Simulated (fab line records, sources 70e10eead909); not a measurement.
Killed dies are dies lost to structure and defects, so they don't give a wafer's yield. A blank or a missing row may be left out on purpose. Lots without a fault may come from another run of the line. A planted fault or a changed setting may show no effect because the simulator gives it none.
fab line records | flow nand_harc | part 2 of 2: steps 5 to 6 of 6
record lots=20 wafers=60 last_day=34
route steps=1302 shown A_STAIRCASE@737
lots that met no fault: from a run of the same line without faults
start_h: hours from the record's first day to the start of the lot's first wafer shown | wait_h: hours since the lot's step before | " the same as in the row above | L1.1+2: a row that stands for several wafers | - no value, or no start given | * or withheld: withheld | < > ~ a bound
route shown NAME@n: a module of which the file shows steps, and the number in the route of the first | usual: mean/standard deviation of fault-free wafers | same: alike in all rows | chamber/n: place in a boat | sites: the reading at each site | _std_site: their standard deviation | _edge_site: outer sites' mean less inner sites' | radius_mm: how far each site lies from the wafer's centre | mask NAME#n: copy n | behind: the tool/chamber that last shaped the wafer | hold: why the lot was held/for how many hours/how that ended | device: the transistor (n, p or np) that didn't switch | end of line: the same wafers' tests at the end of the route | a step without rows: its recipe alone | killed: dies lost to structure and defects at the first sort, not the wafer's yield | map: a wafer's dies, x killed, . not, _ none there
set.NAME: the setting as run; set.NAME@STEP: as run at that earlier step | model.NAME: the simulator's own value behind a step, which no gauge read
steps of the route over a sample of lots; a table a step, a row a wafer
services: from which hour (start_h, from the record's first day; less than 0 if before it) a tool's chamber was out of use, for how many hours, and why
## steps
# step NHARC_A_STAIRCASE_DESCUM_312
# recipe time_s=3 o2_flow_sccm=200 ar_flow_sccm=0 bias_power_w=0 chemistry=O2
# usual drypump_motor_current_A=5.8/0.5 mfc_ar_sccm=0.012/0.013 o2_flow_sccm=200.0/0.62 oes_product_au=1.001/0.0079 rf_vpp_V=57.7/0.92 showerhead_plenum_p_Torr=1.89/0.12 throttle_valve_pct=11.310/0.0091
# columns lot.wafer tool chamber start_h wait_h drypump_motor_current_A mfc_ar_sccm o2_flow_sccm oes_product_au rf_hours_counter_h rf_vpp_V showerhead_plenum_p_Torr throttle_valve_pct
L074.1 rie_diel-05 3 416.30 - 6.4 0.004 199.0 1.007 0 57.4 1.79 11.320
L074.3 " 1 " " 4.9 0.034 200.2 1.003 0 58.0 2.06 11.315
L074.4 " 2 " " 6.4 0 199.8 1.003 0 56.8 1.78 11.305
L075.2 rie_diel-06 3 417.53 - 5.5 0.003 200.6 0.999 35 56.4 1.79 11.310
L075.4 " 0 " " 5.8 0.018 200.3 0.983 33 56.4 1.85 11.317
L075.1 " 1 " " 6.5 0.012 201.2 1.000 30 55.6 1.85 11.311
L077.3 rie_diel-03 2 429.39 - 6.1 0 200.4 0.999 41 56.5 1.82 11.320
L077.1 " 0 " " 5.8 0.044 199.7 1.004 46 57.9 1.86 11.299
L077.4 " 1 " " 5.4 0 199.1 0.998 43 57.4 1.91 11.317
L078.2 rie_diel-05 2 433.14 - 6.4 0 200.7 1.007 8 57.1 1.78 11.312
L078.3 " 3 " " 6.4 0.004 200.4 1.012 6 57.1 1.78 11.311
L078.5 " 2 " " 6.4 0 199.4 0.994 - 57.6 1.78 11.333
L080.4 rie_diel-05 3 444.28 - 6.4 0.004 200.2 1.011 8 57.4 1.78 11.300
L080.6 " 1 " " 5.0 0.034 199.4 0.999 - 58.4 2.06 11.311
L080.5 " 2 " " 6.4 0 200.5 0.990 - 57.0 1.78 11.303
L081.1 rie_diel-05 2 453.50 - 6.4 0 199.9 1.009 12 58.3 1.78 11.320
L081.2 " 0 " " 5.4 0.018 199.6 1.019 11 58.7 2.07 11.317
L081.5 " 3 " " 6.4 0.004 199.5 1.010 - 55.4 1.78 11.321
L082.3 rie_diel-05 3 466.35 - 6.4 0.004 199.4 1.000 15 56.8 1.78 11.325
L082.2 " 0 " " 5.4 0.018 200.1 0.999 16 58.5 2.07 11.300
L082.5 " 3 " " 6.4 0.004 199.4 0.995 - 57.3 1.78 11.310
L083.3 rie_diel-03 3 487.45 - 5.5 0 199.9 1.005 9 58.3 1.90 11.310
L083.1 " 0 " " 5.8 0.044 200.3 1.003 9 57.2 1.85 11.302
L083.5 " 2 " " 6.1 0 200.7 0.988 - 57.5 1.81 11.311
L084.3 rie_diel-03 0 492.14 - 5.8 0.044 199.3 1.000 10 57.7 1.85 11.311
L084.2 " 1 " " 5.4 0 200.6 0.986 9 58.8 1.91 11.311
L084.6 " 3 " " 5.5 0 199.4 1.003 - 57.9 1.90 11.308
L085.2 rie_diel-05 0 497.76 - 5.4 0.018 199.8 1.003 33 58.6 2.07 11.296
L085.3 " 1 " " 4.9 0.034 200.1 1.004 24 58.9 2.05 11.305
L085.6 " 0 " " 5.4 0.018 200.2 1.006 - 58.1 2.07 11.307
L086.1 rie_diel-03 1 501.83 - 5.4 0 199.7 0.980 12 57.0 1.90 11.312
L086.5 " 1 " " 5.4 0 199.4 0.986 - 57.0 1.91 11.313
L086.6 " 2 " " 6.1 0 200.2 0.993 - 57.8 1.81 11.305
L087.2 rie_diel-06 2 510.60 - 5.8 0.020 201.0 0.999 3 57.1 1.94 11.301
L087.1 " 1 " " 6.5 0.012 199.0 1.013 3 57.6 1.84 11.315
L087.5 " 2 " " 5.8 0.020 200.6 1.002 - 58.8 1.94 11.315
L089.3 rie_diel-06 1 532.77 - 6.5 0.012 199.3 0.996 10 57.6 1.84 11.312
L089.4 " 0 " " 5.8 0.018 200.9 0.998 6 56.8 1.84 11.323
L089.5 " 2 " " 5.8 0.020 199.9 0.988 - 57.8 1.94 11.302
L091.3 rie_diel-05 1 557.69 - 4.9 0.034 200.7 0.993 48 58.6 2.04 11.313
L091.6 " 1 " " 5.0 0.034 200.5 1.004 - 59.1 2.04 11.323
L091.5 " 2 " " 6.4 0 201.1 0.986 - 56.3 1.76 11.306
L090.2 rie_diel-05 0 563.34 - 5.4 0.018 200.5 1.008 58 58.2 2.06 11.328
L090.3 " 2 " " 6.4 0 200.2 0.995 62 56.6 1.76 11.312
L090.5 " 1 " " 4.9 0.034 199.5 1.007 - 57.6 2.04 11.290
L092.4 rie_diel-05 2 578.21 - 6.4 0 199.4 1.003 68 57.5 1.76 11.331
L092.2 " 3 " " 6.4 0.004 200.5 1.001 66 56.9 1.77 11.294
L092.5 " 3 " " 6.4 0.004 200.3 1.007 - 57.0 1.77 11.300
L093.4 rie_diel-05 0 580.29 - 5.4 0.018 199.4 1.006 64 58.8 2.05 11.308
L093.2 " 1 " " 5.0 0.034 199.9 0.996 54 57.3 2.04 11.301
L093.6 " 3 " " 6.4 0.004 199.9 1.006 - 57.9 1.77 11.314
L094.3 rie_diel-06 3 583.98 - 5.5 0.003 200.7 0.996 24 57.0 1.77 11.301
L094.4 " 1 " " 6.5 0.012 198.7 1.001 27 56.9 1.83 11.324
L094.5 " 3 " " 5.5 0.003 200.8 1.010 - 57.7 1.77 11.326
L095.2 rie_diel-06 1 602.51 - 6.5 0.012 201.0 0.995 35 57.3 1.83 11.315
L095.1 " 2 " " 5.8 0.020 200.4 1.005 33 58.9 1.93 11.316
L095.5 " 1 " " 6.5 0.012 200.7 0.995 - 58.2 1.83 11.303
L097.2 rie_diel-06 1 623.05 - 6.5 0.012 199.8 0.993 44 58.1 1.83 11.306
L097.3 " 0 " " 5.8 0.018 200.4 1.007 39 58.1 1.83 11.310
L097.6 " 2 " " 5.8 0.020 200.8 1.007 - 57.9 1.93 11.319
# step NHARC_A_STAIRCASE_ETCH_313
# recipe cf4_flow_sccm=100 chf3_flow_sccm=30 ar_flow_sccm=0 rf_w=500 bias_w=200 chemistry=CF4/CHF3
# usual drypump_motor_current_A=5.8/0.51 mfc_ar_sccm=0.013/0.013 oes_product_au=0.930/0.012 rf_vpp_V=370/3.1 showerhead_plenum_p_Torr=1.56/0.089 throttle_valve_pct=16.803/0.009
# columns lot.wafer tool chamber start_h wait_h drypump_motor_current_A mfc_ar_sccm oes_product_au rf_hours_counter_h rf_vpp_V showerhead_plenum_p_Torr throttle_valve_pct
L074.3 rie_diel-05 2 416.66 0.3 6.3 0 0.952 1 367 1.47 16.801
L074.4 " 0 " " 5.4 0.018 0.958 1 373 1.70 16.802
L074.1 " 1 " " 5.0 0.034 0.949 1 375 1.69 16.801
L075.1 rie_diel-06 1 417.62 0.1 6.5 0.012 0.931 30 370 1.52 16.802
L075.4 " 2 " " 5.8 0.020 0.924 32 372 1.60 16.803
L075.2 " 0 " " 5.8 0.018 0.927 33 368 1.52 16.827
L077.1 rie_diel-03 2 429.48 0.1 6.1 0 0.934 41 368 1.50 16.804
L077.4 " 3 " " 5.5 0 0.928 43 370 1.57 16.817
L077.3 " 0 " " 5.8 0.044 0.929 46 370 1.53 16.818
L078.3 rie_diel-05 2 433.24 0.1 6.4 0 0.927 8 367 1.47 16.814
L078.2 " 0 " " 5.4 0.018 0.938 7 373 1.70 16.798
L078.5 " 2 " " 6.4 0 0.929 - 368 1.47 16.791
L080.4 rie_diel-05 0 444.36 0.1 5.4 0.018 0.925 8 375 1.70 16.820
L080.5 " 3 " " 6.4 0.004 0.926 - 370 1.47 16.808
L080.6 " 0 " " 5.4 0.018 0.929 - 374 1.70 16.804
L081.2 rie_diel-05 0 453.59 0.1 5.4 0.018 0.933 11 374 1.70 16.813
L081.1 " 3 " " 6.4 0.004 0.930 10 366 1.47 16.812
L081.5 " 0 " " 5.4 0.018 0.931 - 374 1.70 16.789
L082.3 rie_diel-05 3 466.66 0.3 6.4 0.004 0.922 16 367 1.47 16.821
L082.2 " 0 " " 5.4 0.018 0.923 16 374 1.70 16.815
L082.5 " 2 " " 6.4 0 0.918 - 366 1.46 16.795
L083.3 rie_diel-03 3 487.52 0.1 5.5 0 0.926 9 370 1.56 16.813
L083.1 " 1 " " 5.4 0 0.919 8 370 1.57 16.791
L083.5 " 3 " " 5.5 0 0.930 - 371 1.56 16.802
L084.3 rie_diel-03 0 494.99 2.8 5.8 0.044 0.940 14 369 1.52 16.807
L084.2 " 2 " " 6.0 0 0.917 11 370 1.49 16.806
L084.6 " 0 " " 5.8 0.044 0.936 - 369 1.52 16.795
L085.2 rie_diel-05 2 497.85 0.1 6.4 0 0.916 35 368 1.46 16.793
L085.3 " 3 " " 6.4 0.004 0.929 33 367 1.47 16.799
L085.6 " 2 " " 6.4 0 0.918 - 365 1.46 16.802
L086.1 rie_diel-03 2 501.93 0.1 6.1 0 0.913 12 367 1.49 16.799
L086.6 " 0 " " 5.8 0.044 0.920 - 370 1.52 16.793
L086.5 " 1 " " 5.4 0 0.912 - 369 1.57 16.820
L087.2 rie_diel-06 1 510.69 0.1 6.5 0.012 0.915 3 369 1.52 16.800
L087.1 " 3 " " 5.5 0.003 0.925 3 367 1.47 16.810
L087.5 " 2 " " 5.8 0.020 0.917 - 370 1.60 16.788
L089.4 rie_diel-06 1 532.86 0.1 6.5 0.012 0.927 10 369 1.52 16.796
L089.3 " 3 " " 5.5 0.003 0.916 11 367 1.47 16.795
L089.5 " 0 " " 5.8 0.018 0.922 - 369 1.51 16.809
L091.3 rie_diel-05 3 557.77 0.1 6.4 0.004 0.934 58 365 1.46 16.792
L091.6 " 3 " " 6.4 0.004 0.926 - 365 1.46 16.791
L091.5 " 0 " " 5.4 0.018 0.934 - 375 1.69 16.818
L090.3 rie_diel-05 0 563.44 0.1 5.4 0.018 0.931 58 375 1.68 16.796
L090.2 " 1 " " 4.9 0.034 0.924 48 374 1.67 16.797
L090.5 " 3 " " 6.4 0.004 0.931 - 366 1.46 16.797
L092.2 rie_diel-05 3 578.29 0.1 6.4 0.004 0.928 66 367 1.46 16.801
L092.4 " 0 " " 5.4 0.018 0.940 62 375 1.68 16.808
L092.5 " 3 " " 6.4 0.004 0.933 - 368 1.46 16.799
L093.4 rie_diel-05 2 580.36 0.1 6.4 0 0.921 69 366 1.45 16.800
L093.2 " 1 " " 4.9 0.034 0.921 54 373 1.67 16.798
L093.6 " 3 " " 6.4 0.004 0.933 - 366 1.46 16.795
L094.4 rie_diel-06 3 584.06 0.1 5.5 0.003 0.930 24 366 1.46 16.791
L094.3 " 2 " " 5.8 0.020 0.929 25 371 1.59 16.818
L094.5 " 3 " " 5.5 0.003 0.936 - 368 1.46 16.808
L095.1 rie_diel-06 0 602.59 0.1 5.7 0.018 0.920 29 368 1.51 16.809
L095.2 " 2 " " 5.8 0.020 0.926 33 372 1.59 16.813
L095.5 " 0 " " 5.8 0.018 0.924 - 369 1.51 16.794
L097.2 rie_diel-06 0 623.19 0.1 5.8 0.018 0.922 39 369 1.51 16.807
L097.3 " 1 " " 6.5 0.012 0.920 44 368 1.51 16.791
L097.6 " 1 " " 6.5 0.012 0.922 - 369 1.51 16.795
## services
# columns tool chamber start_h hours kind
rie_diel-06 1 377.40 2.7 repair
rie_diel-03 0 388.40 - clean
rie_diel-03 1 388.40 - clean
rie_diel-03 2 388.40 - clean
rie_diel-03 3 388.40 - clean
rie_diel-05 - 406.68 9.0 pm
rie_diel-03 0 412.90 - clean
rie_diel-03 1 412.90 - clean
rie_diel-03 2 412.90 - clean
rie_diel-03 3 412.90 - clean
rie_diel-05 3 422.64 4.2 repair
rie_diel-03 0 437.41 - clean
rie_diel-03 1 437.41 - clean
rie_diel-03 2 437.41 - clean
rie_diel-03 3 437.41 - clean
rie_diel-03 - 458.40 9.0 pm
rie_diel-06 1 464.95 9.0 repair
rie_diel-03 2 507.49 8.3 repair
rie_diel-03 3 511.72 7.1 repair
rie_diel-06 0 512.20 5.7 repair
rie_diel-06 - 545.51 0.6 repair
rie_diel-03 0 553.36 10.5 repair
rie_diel-03 3 575.73 3.7 repair
rie_diel-05 - 583.68 9.0 pm
